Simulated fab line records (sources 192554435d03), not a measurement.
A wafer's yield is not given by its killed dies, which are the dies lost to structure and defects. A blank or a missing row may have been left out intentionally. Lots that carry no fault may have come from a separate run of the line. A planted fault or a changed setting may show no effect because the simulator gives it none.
Which tool did it? / flow n5-finfet / 12 lots, 36 wafers sampled, at 3 steps of a route of 1938

== WHAT THE GAUGES READ, wafer by wafer ==
N5_PASSIVATION_CD_MEAS_30: the cd target is 4000 nm.
lot=L953; measured=day 11 06:51; on=cd-sem-02; cd-nm (nm)=3999.4 4000.3 3999.2
lot=L956; measured=day 12 08:55; on=cd-sem-03; cd-nm (nm)=4003.3 4002.7 4002.4
lot=L955; measured=day 12 09:11; on=cd-sem-02; cd-nm (nm)=4000.4 4001.5 3999.2
lot=L957; measured=day 12 23:58; on=cd-sem-02; cd-nm (nm)=4000.9 4002.4 4000.5
lot=L960; measured=day 13 12:13; on=cd-sem-02; cd-nm (nm)=3998.1 4000.1 3999.0
lot=L965; measured=day 14 22:28; on=cd-sem-01; cd-nm (nm)=3999.6 4001.3 4000.0
lot=L966; measured=day 15 04:43; on=cd-sem-02; cd-nm (nm)=4000.2 4003.8 4003.3
lot=L970; measured=day 16 17:41; on=cd-sem-02; cd-nm (nm)=4000.1 4001.2 4001.1
lot=L971; measured=day 16 21:50; on=cd-sem-03; cd-nm (nm)=4002.1 4000.8 4002.0
lot=L976; measured=day 17 20:05; on=cd-sem-01; cd-nm (nm)=4000.4 4000.7 3999.9
lot=L973; measured=day 17 20:23; on=cd-sem-03; cd-nm (nm)=4000.3 3999.5 3999.2
lot=L972; measured=day 17 20:52; on=cd-sem-01; cd-nm (nm)=3999.8 3999.8 4000.1

N5_PASSIVATION_OVL_MEAS_63.
lot=L953; measured=day 11 06:53; on=overlay-02; PAD_OVL (nm)=1 -8 -8
lot=L956; measured=day 12 08:56; on=overlay-02; PAD_OVL (nm)=2 12 6
lot=L955; measured=day 12 09:13; on=overlay-01; PAD_OVL (nm)=-6 5 -1
lot=L957; measured=day 12 23:59; on=overlay-02; PAD_OVL (nm)=9 0 9
lot=L960; measured=day 13 12:14; on=overlay-02; PAD_OVL (nm)=3 9 2
lot=L965; measured=day 14 22:29; on=overlay-01; PAD_OVL (nm)=-9 1 -5
lot=L966; measured=day 15 04:45; on=overlay-01; PAD_OVL (nm)=6 3 11
lot=L970; measured=day 16 17:43; on=overlay-02; PAD_OVL (nm)=5 10 13
lot=L971; measured=day 16 21:52; on=overlay-01; PAD_OVL (nm)=2 11 4
lot=L976; measured=day 17 20:06; on=overlay-01; PAD_OVL (nm)=2 10 -5
lot=L973; measured=day 17 20:25; on=overlay-01; PAD_OVL (nm)=6 20 18
lot=L972; measured=day 17 20:53; on=overlay-02; PAD_OVL (nm)=13 14 8

== TOOL THAT RAN EACH LOT (tool first, then ch and the chambers of the sampled wafers, then the start) ==
lot=L953; N5_PASSIVATION_AL_DEP_21=pvd-sputter-03, day 11 06:22
lot=L956; N5_PASSIVATION_AL_DEP_21=pvd-sputter-01, day 12 08:26
lot=L955; N5_PASSIVATION_AL_DEP_21=pvd-sputter-02, day 12 08:35
lot=L957; N5_PASSIVATION_AL_DEP_21=pvd-sputter-03, day 12 23:22
lot=L960; N5_PASSIVATION_AL_DEP_21=pvd-sputter-01, day 13 11:44
lot=L965; N5_PASSIVATION_AL_DEP_21=pvd-sputter-02, day 14 21:52
lot=L966; N5_PASSIVATION_AL_DEP_21=pvd-sputter-03, day 15 04:15
lot=L970; N5_PASSIVATION_AL_DEP_21=pvd-sputter-02, day 16 17:13
lot=L971; N5_PASSIVATION_AL_DEP_21=pvd-sputter-03, day 16 21:22
lot=L976; N5_PASSIVATION_AL_DEP_21=pvd-sputter-01, day 17 19:36
lot=L973; N5_PASSIVATION_AL_DEP_21=pvd-sputter-02, day 17 19:55
lot=L972; N5_PASSIVATION_AL_DEP_21=pvd-sputter-01, day 17 20:23
- N5_PASSIVATION_AL_DEP_21: deposits Al, target thk 2800 nm, time 170 s.

== AS READ BY THE TOOLS THEMSELVES (means over the sampled wafers that have a number; for cases with no such wafer, the mark the record gives instead) ==
N5_PASSIVATION_AL_DEP_21.
lot=L953; tool=pvd-sputter-03; susceptor-temp-C (C)=399.91; throttle-valve-pct (%)=30.3
lot=L956; tool=pvd-sputter-01; susceptor-temp-C (C)=400.10; throttle-valve-pct (%)=31.2
lot=L955; tool=pvd-sputter-02; susceptor-temp-C (C)=399.88; throttle-valve-pct (%)=29.4
lot=L957; tool=pvd-sputter-03; susceptor-temp-C (C)=399.72; throttle-valve-pct (%)=31.2
lot=L960; tool=pvd-sputter-01; susceptor-temp-C (C)=400.00; throttle-valve-pct (%)=29.9
lot=L965; tool=pvd-sputter-02; susceptor-temp-C (C)=400.17; throttle-valve-pct (%)=29.1
lot=L966; tool=pvd-sputter-03; susceptor-temp-C (C)=400.10; throttle-valve-pct (%)=30.3
lot=L970; tool=pvd-sputter-02; susceptor-temp-C (C)=400.20; throttle-valve-pct (%)=29.1
lot=L971; tool=pvd-sputter-03; susceptor-temp-C (C)=399.83; throttle-valve-pct (%)=30.5
lot=L976; tool=pvd-sputter-01; susceptor-temp-C (C)=399.85; throttle-valve-pct (%)=30.2
lot=L973; tool=pvd-sputter-02; susceptor-temp-C (C)=399.76; throttle-valve-pct (%)=29.4
lot=L972; tool=pvd-sputter-01; susceptor-temp-C (C)=400.02; throttle-valve-pct (%)=30.0

== THE ANSWER, worked out from the rows above alone ==
Rule: the usual values come from the lots themselves. The widest of any qualifying gaps counts: lots, ordered by their means at a reading, are off when they make up no more than a third of the lots, leave a main group of 4 or more, and stand apart from it by 3 or more times the standard deviation of that group's means. Not used: any main group whose means are identical at the precision the tables above print for the reading. A lot without any number at a reading at which 4 lots or more have one is off too. All remaining lots with rows at the step are treated as sound. The gauges are gone through in route order, then the tools' own readings, and for those a lot's mean is taken as printed above. At the first step where some lot is off, the reading lying furthest off is the one used; lots without a number count as furthest.
Across all readings shown, no lot is off: no conclusion can be drawn from this.

== WHAT HAD BEEN PUT IN BY THE SIMULATOR ==
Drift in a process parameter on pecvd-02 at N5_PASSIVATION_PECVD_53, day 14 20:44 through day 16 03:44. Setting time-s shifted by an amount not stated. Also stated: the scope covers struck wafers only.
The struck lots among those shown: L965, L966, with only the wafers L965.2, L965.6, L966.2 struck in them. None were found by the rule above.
